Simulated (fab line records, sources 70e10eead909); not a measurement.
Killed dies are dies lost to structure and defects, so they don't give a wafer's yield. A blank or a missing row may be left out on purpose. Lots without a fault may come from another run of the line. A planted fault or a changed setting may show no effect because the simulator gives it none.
fab line records | flow nand_harc
record lots=6 wafers=18 last_day=24
route steps=1159 shown A_ONON_D1@424
lots that met no fault: from a run of the same line without faults
start_h: hours from the record's first day to the start of the lot's first wafer shown | wait_h: hours since the lot's step before | " the same as in the row above | L1.1+2: a row that stands for several wafers | - no value, or no start given | * or withheld: withheld | < > ~ a bound
route shown NAME@n: a module of which the file shows steps, and the number in the route of the first | usual: mean/standard deviation of fault-free wafers | same: alike in all rows | chamber/n: place in a boat | sites: the reading at each site | _std_site: their standard deviation | _edge_site: outer sites' mean less inner sites' | radius_mm: how far each site lies from the wafer's centre | mask NAME#n: copy n | behind: the tool/chamber that last shaped the wafer | hold: why the lot was held/for how many hours/how that ended | device: the transistor (n, p or np) that didn't switch | end of line: the same wafers' tests at the end of the route | a step without rows: its recipe alone | killed: dies lost to structure and defects at the first sort, not the wafer's yield | map: a wafer's dies, x killed, . not, _ none there
set.NAME: the setting as run; set.NAME@STEP: as run at that earlier step | model.NAME: the simulator's own value behind a step, which no gauge read
lots at some steps of the route; a table a step, a row a wafer
services: from which hour (start_h, from the record's first day; less than 0 if before it) a tool's chamber was out of use, for how many hours, and why
## steps
# step NHARC_A_ONON_D1_DEP_00
# recipe target_thk_a=10000 n2_flow_sccm=2750 n2o_flow_sccm=2000 nh3_flow_sccm=500 sih4_flow_sccm=210 temp_c=400
# step NHARC_A_ONON_D1_THK_MEAS_02
# recipe thk_meas_gauge=ellipsometry
# usual thk_nm=995/12
# columns lot.wafer tool chamber start_h wait_h thk_nm
L952.3 film_metro-01 - 155.90 - 1014
L952.5 " - " " 1016
L952.6 " - " " 1013
L954.1 film_metro-01 - 166.72 - 983
L954.2 " - " " 984
L954.5 " - " " 985
L963.4 film_metro-02 - 242.07 - 990
L963.5 " - " " 989
L963.6 " - " " 989
L966.1 film_metro-01 - 245.82 - 983
L966.4 " - " " 980
L966.5 " - " " 982
L970.1 film_metro-01 - 269.18 - 992
L970.3 " - " " 991
L970.4 " - " " 993
L974.2 film_metro-02 - 287.97 - 1000
L974.3 " - " " 998
L974.5 " - " " 996
# step NHARC_A_ONON_D1_DEP_03
# recipe target_thk_a=10000 n2_flow_sccm=2750 n2o_flow_sccm=2000 nh3_flow_sccm=500 sih4_flow_sccm=210 temp_c=400
# step NHARC_A_ONON_D1_THK_MEAS_05
# recipe thk_meas_gauge=ellipsometry
# usual thk_nm=999/9
# columns lot.wafer tool chamber start_h wait_h thk_nm
L952.3 film_metro-01 - 156.46 - 990
L952.5 " - " " 991
L952.6 " - " " 990
L954.1 film_metro-02 - 167.29 - 1011
L954.2 " - " " 1014
L954.5 " - " " 1012
L963.4 film_metro-02 - 242.77 - 997
L963.5 " - " " 996
L963.6 " - " " 998
L966.1 film_metro-02 - 246.39 - 1005
L966.4 " - " " 1003
L966.5 " - " " 1007
L970.1 film_metro-01 - 269.74 - 997
L970.3 " - " " 997
L970.4 " - " " 998
L974.2 film_metro-02 - 288.54 - 1007
L974.3 " - " " 1006
L974.5 " - " " 1007
# step NHARC_A_ONON_D1_DEP_06
# recipe target_thk_a=10000 n2_flow_sccm=2750 n2o_flow_sccm=2000 nh3_flow_sccm=500 sih4_flow_sccm=210 temp_c=400
# step NHARC_A_ONON_D1_THK_MEAS_08
# recipe thk_meas_gauge=ellipsometry
# usual thk_nm=1000/10
# columns lot.wafer tool chamber start_h wait_h thk_nm
L952.3 film_metro-02 - 157.02 - 1018
L952.5 " - " " 1019
L952.6 " - " " 1018
L954.1 film_metro-02 - 167.87 - 994
L954.2 " - " " 993
L954.5 " - " " 993
L963.4 film_metro-01 - 243.34 - 991
L963.5 " - " " 994
L963.6 " - " " 993
L966.1 film_metro-01 - 246.95 - 993
L966.4 " - " " 995
L966.5 " - " " 994
L970.1 film_metro-02 - 270.33 - 1001
L970.3 " - " " 998
L970.4 " - " " 1001
L974.2 film_metro-02 - 289.11 - 1000
L974.3 " - " " 1000
L974.5 " - " " 1001
# step NHARC_A_ONON_D1_DEP_09
# recipe target_thk_a=10000 n2_flow_sccm=2750 n2o_flow_sccm=2000 nh3_flow_sccm=500 sih4_flow_sccm=210 temp_c=400
# step NHARC_A_ONON_D1_THK_MEAS_11
# recipe thk_meas_gauge=ellipsometry
# usual thk_nm=1003/11
# columns lot.wafer tool chamber start_h wait_h thk_nm
L952.3 film_metro-02 - 157.59 - 992
L952.5 " - " " 991
L952.6 " - " " 992
L954.1 film_metro-02 - 168.44 - 1003
L954.2 " - " " 1003
L954.5 " - " " 1004
L963.4 film_metro-02 - 243.91 - 1014
L963.5 " - " " 1014
L963.6 " - " " 1014
L966.1 film_metro-01 - 247.53 - 1005
L966.4 " - " " 1005
L966.5 " - " " 1004
L970.1 film_metro-01 - 270.91 - 987
L970.3 " - " " 988
L970.4 " - " " 988
L974.2 film_metro-02 - 289.68 - 1000
L974.3 " - " " 1000
L974.5 " - " " 1001
# step NHARC_A_ONON_D1_DEP_12
# recipe target_thk_a=10000 n2_flow_sccm=2750 n2o_flow_sccm=2000 nh3_flow_sccm=500 sih4_flow_sccm=210 temp_c=400
# step NHARC_A_ONON_D1_THK_MEAS_14
# recipe thk_meas_gauge=ellipsometry
# usual thk_nm=1001/8
# columns lot.wafer tool chamber start_h wait_h thk_nm
L952.3 film_metro-01 - 158.15 - 991
L952.5 " - " " 993
L952.6 " - " " 992
L954.1 film_metro-02 - 169.01 - 1003
L954.2 " - " " 1000
L954.5 " - " " 1002
L963.4 film_metro-01 - 244.48 - 985
L963.5 " - " " 986
L963.6 " - " " 987
L966.1 film_metro-02 - 248.09 - 1017
L966.4 " - " " 1016
L966.5 " - " " 1019
L970.1 film_metro-02 - 271.47 - 994
L970.3 " - " " 994
L970.4 " - " " 992
L974.2 film_metro-02 - 290.27 - 1010
L974.3 " - " " 1012
L974.5 " - " " 1011
# step NHARC_A_ONON_D1_ANNEAL_15
# recipe temp_c=750 time_s=3600
# step NHARC_A_ONON_D1_DEP_16
# recipe target_thk_a=10000 n2_flow_sccm=2750 n2o_flow_sccm=2000 nh3_flow_sccm=500 sih4_flow_sccm=210 temp_c=400
# columns lot.wafer tool chamber start_h wait_h
L952.3+5+6 pecvd_onon-01 0 164.85 0.2
L954.1+2+5 pecvd_onon-02 0 178.25 0.1
L963.4+5+6 pecvd_onon-02 0 251.16 0.2
L966.1+4+5 pecvd_onon-02 0 255.31 0.1
L970.1+3+4 pecvd_onon-04 0 279.09 0.1
L974.2+3+5 pecvd_onon-01 0 295.52 0.5
# step NHARC_A_ONON_D1_THK_MEAS_18
# recipe thk_meas_gauge=ellipsometry
# usual thk_nm=996/8.8
# columns lot.wafer tool chamber start_h wait_h thk_nm
L952.3 film_metro-02 - 165.24 - 996
L952.5 " - " " 995
L952.6 " - " " 996
L954.1 film_metro-02 - 178.76 - 999
L954.2 " - " " 998
L954.5 " - " " 999
L963.4 film_metro-02 - 251.50 - 991
L963.5 " - " " 923
L963.6 " - " " 988
L966.1 film_metro-02 - 255.82 - 926
L966.4 " - " " 993
L966.5 " - " " 927
L970.1 film_metro-01 - 279.60 - 1001
L970.3 " - " " 1001
L970.4 " - " " 1001
L974.2 film_metro-02 - 295.98 - 1006
L974.3 " - " " 1005
L974.5 " - " " 1003
# step NHARC_A_ONON_D1_DEP_19
# recipe target_thk_a=10000 n2_flow_sccm=2750 n2o_flow_sccm=2000 nh3_flow_sccm=500 sih4_flow_sccm=210 temp_c=400
## services
# columns tool chamber start_h hours kind
pecvd_onon-01 - 195.25 13.0 pm
pecvd_onon-04 - 237.00 13.0 pm
pecvd_onon-02 - 292.44 13.0 pm
## key
first_sign step=NHARC_A_ONON_D1_THK_MEAS_18 reading=thk_nm direction=down sigmas=8.1 usual=996 struck=925
effect none on later readings
met_at NHARC_A_ONON_D1_DEP_16
struck_wafers L963.5,L966.1,L966.5
sort_left_out L963.5,L966.1,L966.5
tester_left_out L963,L966
onset_between 178.25 251.16
fault kind=process_parameter_drift tool=pecvd_onon-02 chamber=- onset_h=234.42 steps=NHARC_A_ONON_D1_DEP_16 channel=target_thk_a offset=* shape=step end_h=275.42 scope=struck_wafers_only acts_in=* stated=*
# tester_left_out: of these lots the tester's yield and bins aren't shown, on N5 and GAA mostly nor the transistor test; their killed dies are dies lost to structure and defects alone, not to doping, threshold or leakage, so they don't give the yield
# sort_left_out: the simulated sort isn't trusted on such a fault, so these wafers' sort isn't shown, and their yield isn't known
